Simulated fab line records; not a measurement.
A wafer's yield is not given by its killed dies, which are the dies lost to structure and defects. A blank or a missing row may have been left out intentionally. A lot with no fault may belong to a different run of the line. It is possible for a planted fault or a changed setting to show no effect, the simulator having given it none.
A single fault, viewed from 2 desks + flow n5-finfet + each desk holds nothing but its own numbers, with what lay behind them at the end

## THE TOOL OWNER'S DESK: rie-diel-04
The tool's own readings at N5_BEOL_M2_TRENCH_ETCH_37 (etches SiOC in C4F6/O2, target depth 55.555 nm, time 29.2 s): means of the sampled wafers that have a number, for each lot that ran on this tool. Marked OUT: a lot whose mean sits more than 4 standard deviations from the usual mean, which makes it out of limits; the brackets give that distance.
Columns: A = C4F6_flow_sccm at N5_BEOL_M2_TRENCH_ETCH_37, usual 10.00 sccm; B = drypump-motor-current-A at N5_BEOL_M2_TRENCH_ETCH_37, usual 5.7 A; C = oes-product-au at N5_BEOL_M2_TRENCH_ETCH_37, usual 0.81 a.u.; D = rf-vpp-V at N5_BEOL_M2_TRENCH_ETCH_37, usual 660 V; E = showerhead-plenum-p-Torr at N5_BEOL_M2_TRENCH_ETCH_37, usual 2.80 Torr; F = throttle-valve-pct at N5_BEOL_M2_TRENCH_ETCH_37, usual 20.90 %
| lot  | first seen here | A     | B   | C    | D   | E    | F     |
|------|-----------------|-------|-----|------|-----|------|-------|
| L192 | day 8 23:19     | 10.02 | 5.9 | 0.68 | 655 | 2.75 | 20.62 |
| L193 | day 9 11:08     | 10.02 | 5.8 | 0.63 | 654 | 2.77 | 20.82 |
| L204 | day 12 07:48    | 9.99  | 5.7 | 0.87 | 654 | 2.79 | 21.04 |
| L206 | day 12 13:18    | 10.03 | 5.8 | 0.84 | 653 | 2.76 | 20.75 |
This desk found nothing out of limits on any of the 4 lots.

## METROLOGY DESK
What the gauges read, lot by lot, whatever tool the lot ran on: means of the sampled wafers that have a number. Marked OUT: a lot whose mean sits more than 4 standard deviations from the usual mean, which makes it out of limits; the brackets give that distance. Readings shown: 7 out of 17 (the first out of limits, and those lying furthest out on some lot).
Columns: A = trench-depth-nm at N5_BEOL_M2_OCD_MEAS_38, usual 55.7 nm; B = M2_THK at N5_BEOL_M2_THK_MEAS_53, usual 39.8 nm; C = M2_RS at N5_BEOL_M2_RS_MEAS_58, usual 0.67 ohm/sq; D = IOFF_P at N5_BEOL_M4_RC_MEAS_101, usual 0.21 nA/um; E = ION_P at N5_BEOL_M4_RC_MEAS_101, usual 464 uA/um; F = SERP_M2 at N5_BEOL_M4_RC_MEAS_101, usual 196 ohm/um; G = SERP_M2_max_site at N5_BEOL_M4_RC_MEAS_101, usual 210 ohm/um
| lot  | first seen here | A              | B               | C              | D    | E   | F              | G              |
|------|-----------------|----------------|-----------------|----------------|------|-----|----------------|----------------|
| L183 | day 6 16:59     | 55.1           | 39.4            | 0.68           | 0.19 | 453 | 205            | 217            |
| L192 | day 8 16:38     | 41.2 (-14) OUT | 26.3 (-9.0) OUT | 1.15 (+15) OUT | 0.23 | 468 | 304 (+8.3) OUT | 348 (+8.6) OUT |
| L193 | day 9 04:38     | 40.6 (-15) OUT | 25.4 (-9.6) OUT | 1.21 (+17) OUT | 0.25 | 464 | 337 (+11) OUT  | 357 (+9.2) OUT |
| L197 | day 10 04:45    | 55.4           | 38.4            | 0.72           | 0.20 | 463 | 219            | 244            |
| L201 | day 11 06:58    | 55.4           | 37.9            | 0.70           | 0.28 | 480 | 199            | 217            |
| L202 | day 11 22:05    | 55.4           | 40.2            | 0.66           | 0.19 | 467 | 191            | 205            |
| L204 | day 12 01:26    | 56.4           | 40.9            | 0.65           | 0.21 | 467 | 212            | 232            |
| L205 | day 12 02:07    | 55.5           | 38.5            | 0.69           | 0.22 | 462 | 203            | 217            |
| L206 | day 12 10:26    | 56.4           | 40.3            | 0.65           | 0.29 | 470 | 186            | 197            |
This desk's finding: out of limits on L192, L193; first on L192, day 8 23:28 (trench-depth-nm at N5_BEOL_M2_OCD_MEAS_38). Within limits: L183, L197, L201, L202, L204, L205, L206.

## TAKEN TOGETHER
On L192, L193, the metrology desk was in a position to raise an alarm at day 8 23:28.
The tool owner's desk saw nothing out of limits.
The tool owner's desk has L192, L193 on record, within its limits.
N5_BEOL_M2_TRENCH_ETCH_37 was run on rie-diel-04 by each of the lots named.

## WHAT HAD BEEN PUT IN BY THE SIMULATOR
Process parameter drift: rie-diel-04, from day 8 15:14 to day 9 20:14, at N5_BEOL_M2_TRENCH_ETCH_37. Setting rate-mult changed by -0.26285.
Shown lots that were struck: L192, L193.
Time in hours between the start of the fault and the first out-of-limits reading at each desk: metrology desk, 8.
